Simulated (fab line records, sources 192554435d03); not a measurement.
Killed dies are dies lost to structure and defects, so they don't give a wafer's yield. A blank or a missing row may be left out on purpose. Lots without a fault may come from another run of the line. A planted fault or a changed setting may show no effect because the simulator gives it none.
fab line records | flow n5_finfet
record lots=7 wafers=39
route steps=1938 shown SD_EPI_P@300 HKMG_FIN@413 GATE_CUT@469 MOL_CONTACT_COAG@615
start_h: hours from the record's first day to the start of the lot's first wafer shown | wait_h: hours since the lot's step before | " the same as in the row above | L1.1+2: a row that stands for several wafers | - no value, or no start given | * or withheld: withheld | < > ~ a bound
route shown NAME@n: a module of which the file shows steps, and the number in the route of the first | usual: mean/standard deviation of fault-free wafers | same: alike in all rows | chamber/n: place in a boat | sites: the reading at each site | _std_site: their standard deviation | _edge_site: outer sites' mean less inner sites' | radius_mm: how far each site lies from the wafer's centre | mask NAME#n: copy n | behind: the tool/chamber that last shaped the wafer | hold: why the lot was held/for how many hours/how that ended | device: the transistor (n, p or np) that didn't switch | end of line: the same wafers' tests at the end of the route | a step without rows: its recipe alone | killed: dies lost to structure and defects at the first sort, not the wafer's yield | map: a wafer's dies, x killed, . not, _ none there
set.NAME: the setting as run; set.NAME@STEP: as run at that earlier step | model.NAME: the simulator's own value behind a step, which no gauge read
lots whose settings were changed on purpose; a table a step, a row a wafer
## steps
# step N5_SD_EPI_P_EXPOSE_06
# recipe mask_id=SD_P_BLK na=1.35 source_shape=conventional sigma_outer=0.8 polarization=unpolarized target_cd_nm=240 dose_mj=39.5
# columns lot.wafer tool chamber start_h wait_h mask set.dose_mj
L076.1+3+5 arfi_scanner-01 0 65.90 - SD_P_BLK#0 39.5
L076.2+4+6 " 0 " " SD_P_BLK#0 41.76
L078.1+2+4 arfi_scanner-01 0 77.95 - SD_P_BLK#0 42.19
L078.3+5+6 " 0 " " SD_P_BLK#0 39.5
L079.2+4+6 arfi_scanner-01 0 84.65 - SD_P_BLK#0 39.5
L084.1+3+5 arfi_scanner-03 0 124.42 - SD_P_BLK#0 37.33
L084.2+4+6 " 0 " " SD_P_BLK#0 39.5
L086.1+4+6 arfi_scanner-03 0 131.42 - SD_P_BLK#0 38.14
L086.2+3+5 " 0 " " SD_P_BLK#0 39.5
L096.1+2+6 arfi_scanner-03 0 183.75 - SD_P_BLK#0 37.48
L096.3+4+5 " 0 " " SD_P_BLK#0 39.5
L097.1+3+5 arfi_scanner-02 0 192.06 - SD_P_BLK#0 39.5
L097.2+4+6 " 0 " " SD_P_BLK#0 38.23
# step N5_SD_EPI_P_PEB_07
# recipe peb_temp_c=110 peb_time_s=60 resist=CAR-ArF-block
# step N5_SD_EPI_P_DEVELOP_08
# recipe develop_time_s=30 developer=TMAH resist=CAR-ArF-block dev_temp_c=23 rinse_liquid=diw dry=air_spin
# step N5_SD_EPI_P_CD_MEAS_09
# recipe target_cd_nm=240 landing_energy_ev=500 detector=se_inlens
# usual cd_nm=240.1/0.7
# columns lot.wafer tool chamber start_h wait_h set.dose_mj@SD_EPI_P_EXPOSE_06 cd_nm
L076.1 cd_sem-03 0 66.02 - 39.5 239.6
L076.2 " 0 " " 41.76 243.3
L076.3 " 0 " " 39.5 238.9
L076.4 " 0 " " 41.76 243.6
L076.5 " 0 " " 39.5 240.2
L076.6 " 0 " " 41.76 243.4
L078.1 cd_sem-03 0 78.08 - 42.19 243.9
L078.2 " 0 " " 42.19 243.5
L078.3 " 0 " " 39.5 239.1
L078.4 " 0 " " 42.19 243.5
L078.5 " 0 " " 39.5 239.3
L078.6 " 0 " " 39.5 239.4
L079.2 cd_sem-03 0 84.77 - 39.5 240.3
L079.4 " 0 " " 39.5 239.3
L079.6 " 0 " " 39.5 240.1
L084.1 cd_sem-01 0 124.55 - 37.33 236.5
L084.2 " 0 " " 39.5 239.7
L084.3 " 0 " " 37.33 236.5
L084.4 " 0 " " 39.5 239.7
L084.5 " 0 " " 37.33 236.9
L084.6 " 0 " " 39.5 240.9
L086.1 cd_sem-01 0 131.55 - 38.14 239.4
L086.2 " 0 " " 39.5 240.3
L086.3 " 0 " " 39.5 241.0
L086.4 " 0 " " 38.14 238.2
L086.5 " 0 " " 39.5 240.9
L086.6 " 0 " " 38.14 238.4
L096.1 cd_sem-03 0 183.87 - 37.48 236.5
L096.2 " 0 " " 37.48 236.9
L096.3 " 0 " " 39.5 239.7
L096.4 " 0 " " 39.5 241.2
L096.5 " 0 " " 39.5 240.1
L096.6 " 0 " " 37.48 236.4
L097.1 cd_sem-01 0 192.18 - 39.5 239.1
L097.2 " 0 " " 38.23 238.2
L097.3 " 0 " " 39.5 240.0
L097.4 " 0 " " 38.23 237.3
L097.5 " 0 " " 39.5 240.3
L097.6 " 0 " " 38.23 238.1
# step N5_SD_EPI_P_DESCUM_14
# recipe chemistry=O2 time_s=7.9 source_power_w=50 bias_power_w=20 pressure_mtorr=20 rf_frequency_hz=2.712e+07 temp_c=40 resist=CAR-ArF-block o2_flow_sccm=225
# columns lot.wafer tool chamber start_h wait_h set.dose_mj@SD_EPI_P_EXPOSE_06 model.SD_EPI_P.cd_nm
L076.1 rie_diel-01 1 66.11 0.0 39.5 239.4
L076.2 " 2 " " 41.76 243.2
L076.3 " 0 " " 39.5 239.2
L076.4 " 3 " " 41.76 243.6
L076.5 " 0 " " 39.5 240.8
L076.6 " 1 " " 41.76 243.8
L078.1 rie_diel-01 1 78.24 0.1 42.19 243.8
L078.2 " 3 " " 42.19 243.2
L078.3 " 0 " " 39.5 238.8
L078.4 " 2 " " 42.19 243.4
L078.5 " 3 " " 39.5 239.4
L078.6 " 2 " " 39.5 239.6
L079.2 rie_diel-03 2 84.85 0.0 39.5 240.6
L079.4 " 3 " " 39.5 239.4
L079.6 " 3 " " 39.5 240.2
L084.1 rie_diel-06 1 124.64 0.0 37.33 236.4
L084.2 " 3 " " 39.5 239.6
L084.3+5 " 2,1 " " 37.33 237
L084.4 " 0 " " 39.5 240
L084.6 " 2 " " 39.5 241.6
L086.1 rie_diel-06 2 131.64 0.0 38.14 239.6
L086.2+3 " 1,0 " " 39.5 240.4
L086.4 " 3 " " 38.14 237.8
L086.5 " 0 " " 39.5 240.6
L086.6 " 3 " " 38.14 238
L096.1 rie_diel-03 3 183.97 0.0 37.48 236.4
L096.2 " 2 " " 37.48 237
L096.3 " 0 " " 39.5 240.2
L096.4 " 1 " " 39.5 241.2
L096.5 " 2 " " 39.5 240.6
L096.6 " 1 " " 37.48 236.8
L097.1 rie_diel-01 1 192.27 0.0 39.5 239.4
L097.2+6 " 0,1 " " 38.23 238.2
L097.3 " 3 " " 39.5 240
L097.4 " 2 " " 38.23 237.6
L097.5 " 2 " " 39.5 240.2
# step N5_SD_EPI_P_ETCH_36
# recipe chemistry=CF4 target=SiARC target_depth_a=455 mask_material=CAR-ArF-block time_s=75.8 ion_energy_ev=80 pressure_mtorr=40 source_w=545 bias_w=36 Ar_flow_sccm=100 cf4_flow_sccm=100 ends=cleared
# step N5_SD_EPI_P_ETCH_37
# recipe chemistry=N2/H2 target=SOC overetch_a=1080 mask_material=SiARC temp_c=40 ion_energy_ev=100 source_w=3000 bias_w=133 pressure_mtorr=20 time_s=486 n2_flow_sccm=200 h2_flow_sccm=200 ends=end_point
# columns lot.wafer tool chamber start_h wait_h set.dose_mj@SD_EPI_P_EXPOSE_06 model.SD_EPI_P.cd_nm
L076.1 rie_diel-01 1 66.20 0.0 39.5 241
L076.2 " 2 " " 41.76 244.6
L076.3 " 0 " " 39.5 240.4
L076.4 " 3 " " 41.76 245.6
L076.5 " 0 " " 39.5 242
L076.6 " 1 " " 41.76 245
L078.1 rie_diel-01 1 78.33 0.0 42.19 245
L078.2 " 3 " " 42.19 244.2
L078.3 " 0 " " 39.5 239.6
L078.4 " 2 " " 42.19 244.6
L078.5 " 3 " " 39.5 240
L078.6 " 2 " " 39.5 239.8
L079.2 rie_diel-03 2 84.94 0.0 39.5 240.4
L079.4 " 3 " " 39.5 238.4
L079.6 " 3 " " 39.5 240
L084.1+3 rie_diel-06 1,2 124.73 0.0 37.33 237
L084.2 " 3 " " 39.5 238.4
L084.4 " 0 " " 39.5 239
L084.5 " 1 " " 37.33 238.2
L084.6 " 2 " " 39.5 242.6
L086.1 rie_diel-06 2 131.73 0.0 38.14 240
L086.2 " 1 " " 39.5 240.6
L086.3 " 0 " " 39.5 239.2
L086.4+6 " 3 " " 38.14 237
L086.5 " 0 " " 39.5 240.4
L096.1 rie_diel-03 3 184.07 0.0 37.48 235.8
L096.2 " 2 " " 37.48 237
L096.3 " 0 " " 39.5 238.4
L096.4 " 1 " " 39.5 242.2
L096.5 " 2 " " 39.5 241.8
L096.6 " 1 " " 37.48 238
L097.1 rie_diel-01 1 192.36 0.0 39.5 241
L097.2 " 0 " " 38.23 238
L097.3 " 3 " " 39.5 239.8
L097.4 " 2 " " 38.23 236.4
L097.5 " 2 " " 39.5 239.6
L097.6 " 1 " " 38.23 238.4
# step N5_HKMG_FIN_CVD_62
# recipe material=a-Si target_thk_a=30 temp_c=500 precursor=Si2H6 pressure_torr=1 time_s=20.8
# columns lot.wafer tool chamber start_h wait_h set.temp_c model.a-Si_of_HKMG_FIN_CVD_62.thk_nm
L076.1+2+3+4+5+6 thermal_cvd_si-01 0,1,1,0,0,1 87.15 0.2 500 3
L078.1+4+6 thermal_cvd_si-01 1,0,1 99.64 0.2 500 3
L078.2 " 2 " " 486.2 2.2
L078.3+5 " 0,2 " " 486.2 2
L079.2+6 thermal_cvd_si-02 1,2 107.54 0.2 500 3
L079.4 " 0 " " 500 3.2
L084.1+5+6 thermal_cvd_si-01 1,1,2 144.01 0.2 518.1 5
L084.2+4 " 2,0 " " 500 3
L084.3 " 0 " " 500 2.8
L086.1+4 thermal_cvd_si-01 1 151.06 0.2 500 3
L086.2+3+5+6 " 0,2,0,2 " " 500 3.2
L096.1+2+5 thermal_cvd_si-01 1,0,2 202.68 0.2 490.1 2.2
L096.3 " 2 " " 500 2.8
L096.4+6 " 0,1 " " 500 3
L097.1+2 thermal_cvd_si-02 2,1 211.44 0.2 500 3
L097.3+6 " 0,2 " " 483.2 2
L097.4 " 0 " " 500 3.2
L097.5 " 1 " " 483.2 1.8
# step N5_GATE_CUT_ETCH_58
# recipe chemistry=CH3F/O2 target=SiNx target_depth_a=170 time_s=128.6 ion_energy_ev=50 pressure_mtorr=30 source_w=415 bias_w=21 Ar_flow_sccm=150 CH3F_flow_sccm=30 O2_flow_sccm=20
# columns lot.wafer tool chamber start_h wait_h set.time_s model.etch.depth_nm model.SiNx_of_SDB_ALD_29.thk_nm
L076.1 rie_diel-01 0 93.54 0.0 116.2 15.27 25
L076.2 " 3 " " 128.6 17.26 24.6
L076.3 " 2 " " 128.6 17.44 24.8
L076.4 " 1 " " 128.6 17.16 24.6
L076.5 " 0 " " 116.2 15.06 24.8
L076.6 " 1 " " 116.2 15.53 25
L078.1 rie_diel-03 1 106.36 0.0 119.1 15.52 24.8
L078.2 " 0 " " 119.1 15.97 24.6
L078.3 " 2 " " 128.6 16.99 24.6
L078.4 " 3 " " 128.6 17.43 24.6
L078.5 " 0 " " 128.6 17.33 24.4
L078.6 " 3 " " 119.1 16.08 24.8
L079.2 rie_diel-01 2 114.05 0.0 128.6 17.09 24.4
L079.4 " 3 " " 128.6 17.17 24.6
L079.6 " 1 " " 128.6 17.02 24.6
L084.1 rie_diel-06 0 151.09 0.1 154.4 20.32 23.8
L084.2 " 3 " " 128.6 17.42 24.2
L084.3 " 1 " " 128.6 17.29 24.4
L084.4 " 2 " " 154.4 20.49 23.8
L084.5 " 1 " " 154.4 20.87 23.8
L084.6 " 0 " " 128.6 16.99 24.6
L086.1 rie_diel-03 1 158.14 0.1 128.6 16.54 24.6
L086.2+6 " 0,3 " " 98.03 13.13 25
L086.3 " 3 " " 98.03 13.22 24.8
L086.4 " 2 " " 128.6 16.9 24.6
L086.5 " 0 " " 128.6 17.28 24.2
L096.1 rie_diel-01 3 209.06 0.0 128.6 17.29 24.6
L096.2 " 2 " " 142.3 18.94 24.2
L096.3 " 0 " " 142.3 18.32 24.4
L096.4 " 1 " " 142.3 18.65 24.2
L096.5 " 2 " " 128.6 17.07 24.6
L096.6 " 1 " " 128.6 16.98 24.6
L097.1 rie_diel-01 1 219.18 0.0 128.6 17.07 24.6
L097.2 " 3 " " 128.6 17.19 24.6
L097.3 " 0 " " 128.6 16.52 24.6
L097.4 " 2 " " 128.6 17.16 24.6
L097.5 " 2 " " 128.6 17.2 24.6
L097.6 " 1 " " 128.6 17.08 24.6
# step N5_MOL_CONTACT_COAG_VIA_ETCH_117
# recipe chemistry=C4F6/O2 target_depth_a=400 overetch_a=80 mask_material=SOC target=SiO2 bias_w=455 pressure_mtorr=10 time_s=26 source_w=325 Ar_flow_sccm=300 C4F6_flow_sccm=10 O2_flow_sccm=10 ion_energy_ev=575.3 ends=end_point
# columns lot.wafer tool chamber start_h wait_h set.target_depth_a
L076.1+2+3 rie_diel-02 3,2,0 116.61 0.0 400
L076.4+5+6 " 1,3,0 " " 440.9
L078.1+3+6 rie_diel-05 2,0,1 125.85 0.0 372.9
L078.2+4+5 " 1,0,2 " " 400
L079.2+4+6 rie_diel-04 1,3,3 131.59 0.0 400
L084.1+4+6 rie_diel-05 1,0,3 174.80 0.0 416.2
L084.2+3+5 " 3,2,2 " " 400
L086.1+2+3+4+5+6 rie_diel-02 0,1,3,2,1,2 176.92 0.0 400
L096.1+2+3 rie_diel-02 3,1,2 232.41 0.0 400
L096.4+5+6 " 0,3,0 " " 441.1
L097.1+2+5 rie_diel-02 3,0,1 241.77 0.0 400
L097.3+4+6 " 2,1,0 " " 430.3
# step N5_MOL_CONTACT_COAG_ETCH_124
# recipe chemistry=CH3F/O2 target=SiNx target_depth_a=65 mask_material=SOC stop_on=SiOC over_etch_frac=0.3 ion_energy_ev=120 pressure_mtorr=30 source_w=395 bias_w=73 Ar_flow_sccm=150 CH3F_flow_sccm=30 O2_flow_sccm=20 ends=end_point
# columns lot.wafer tool chamber start_h wait_h set.target_depth_a@MOL_CONTACT_COAG_VIA_ETCH_117 model.etch.depth_nm
L076.1 rie_diel-02 3 116.63 0.0 400 5.026
L076.2 " 2 " " 400 5.005
L076.3 " 0 " " 400 5.013
L076.4 " 1 " " 440.9 4.702
L076.5 " 3 " " 440.9 4.739
L076.6 " 0 " " 440.9 4.736
L078.1 rie_diel-05 2 125.88 0.0 372.9 5.007
L078.2 " 1 " " 400 5.005
L078.3 " 0 " " 372.9 5.009
L078.4 " 0 " " 400 5.018
L078.5 " 2 " " 400 5.014
L078.6 " 1 " " 372.9 5.03
L079.2 rie_diel-04 1 131.62 0.0 400 5.015
L079.4 " 3 " " 400 5.016
L079.6 " 3 " " 400 4.981
L084.1 rie_diel-05 1 174.83 0.0 416.2 4.889
L084.2 " 3 " " 400 4.964
L084.3 " 2 " " 400 4.962
L084.4 " 0 " " 416.2 4.862
L084.5 " 2 " " 400 4.963
L084.6 " 3 " " 416.2 4.9
L086.1 rie_diel-02 0 176.95 0.0 400 5.015
L086.2 " 1 " " 400 5.003
L086.3 " 3 " " 400 5.013
L086.4 " 2 " " 400 5.024
L086.5 " 1 " " 400 5.021
L086.6 " 2 " " 400 5.029
L096.1 rie_diel-02 3 232.44 0.0 400 5.035
L096.2 " 1 " " 400 5.006
L096.3 " 2 " " 400 5.011
L096.4 " 0 " " 441.1 4.758
L096.5 " 3 " " 441.1 4.769
L096.6 " 0 " " 441.1 4.737
L097.1 rie_diel-02 3 241.79 0.0 400 5.01
L097.2 " 0 " " 400 5.005
L097.3 " 2 " " 430.3 4.779
L097.4 " 1 " " 430.3 4.801
L097.5 " 1 " " 400 5.022
L097.6 " 0 " " 430.3 4.802
## key
split step=N5_SD_EPI_P_EXPOSE_06 setting=dose_mj stated=39.5 by=wafer
response step=N5_SD_EPI_P_CD_MEAS_09 reading=cd_nm change=+0.653 per=1% r=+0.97
response step=N5_SD_EPI_P_DESCUM_14 reading=model.SD_EPI_P.cd_nm change=+0.652 per=1% r=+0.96
response step=N5_SD_EPI_P_ETCH_37 reading=model.SD_EPI_P.cd_nm change=+0.663 per=1% r=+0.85
split step=N5_HKMG_FIN_CVD_62 setting=temp_c stated=500 by=wafer
response step=N5_HKMG_FIN_CVD_62 reading=model.a-Si_of_HKMG_FIN_CVD_62.thk_nm change=+0.426 per=1% r=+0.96
split step=N5_GATE_CUT_ETCH_58 setting=time_s stated=128.6 by=wafer
response step=N5_GATE_CUT_ETCH_58 reading=model.etch.depth_nm change=+0.164 per=1% r=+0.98
response step=N5_GATE_CUT_ETCH_58 reading=model.SiNx_of_SDB_ALD_29.thk_nm change=-0.025 per=1% r=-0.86
split step=N5_MOL_CONTACT_COAG_VIA_ETCH_117 setting=target_depth_a stated=400 by=wafer
response step=N5_MOL_CONTACT_COAG_ETCH_124 reading=model.etch.depth_nm shape=bent at_lowest=5.015 at_stated=5.007 at_highest=4.755
